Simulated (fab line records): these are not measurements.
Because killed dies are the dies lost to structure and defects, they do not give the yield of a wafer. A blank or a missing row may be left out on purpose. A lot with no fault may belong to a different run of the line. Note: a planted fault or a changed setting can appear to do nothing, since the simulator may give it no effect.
Chamber matching -- flow nand harc -- NHARC_A_SLIT_ETCH_24 on rie diel-12 has 4 sister chambers
The step etches the open film in CF4/CHF3, target depth 121 nm, time 60.5 s. 8 wafers are shown with their chamber, then 8 later ones without.

WAFERS WITH THEIR CHAMBER
wafer,chamber,drypump motor current A (A),rf vpp V (V)
L076.1,3,4.7,368.9
L081.6,0,5.0,372.7
L083.3,2,5.8,374.2
L083.6,3,4.6,368.1
L082.2,0,5.0,374.3
L082.4,2,5.8,373.5
L082.5,1,5.6,371.7
L089.1,1,5.6,372.4

WAFERS WITH NO CHAMBER GIVEN
wafer,drypump motor current A (A),rf vpp V (V)
L089.4,5.7,373.9
L089.5,5.7,374.2
L096.2,5.8,372.1
L096.3,5.0,374.3
L096.4,4.6,369.3
L097.2,5.6,372.2
L097.3,5.8,374.4
L097.6,5.6,372.7

THE CHAMBER EACH PASSED THROUGH
wafer,from the rows above,in truth
L089.4,can't be placed: 2 or 1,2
L089.5,can't be placed: 2 or 1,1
L096.2,2,2
L096.3,0,0
L096.4,3,3
L097.2,1,1
L097.3,2,2
L097.6,1,1
Placed correctly: 6 of 8. Cannot be placed on the basis of these rows: 2; the candidates contain the true chamber in 2. 0 placed wrongly.
How it was worked out, from the rows above alone: a wafer's distance from a chamber is the root of the sum, over the readings, of the square of ((its reading less the chamber's mean) divided by the reading's scatter). The wafer belongs to the nearest chamber; if the next one is less than 2 further off, it can't be placed. A chamber's mean is the mean of its shown wafers. How the scatter is found: for the shown wafers, subtract from each reading the mean of its chamber, square and add these, divide the total by (wafers less chambers), then take the root.
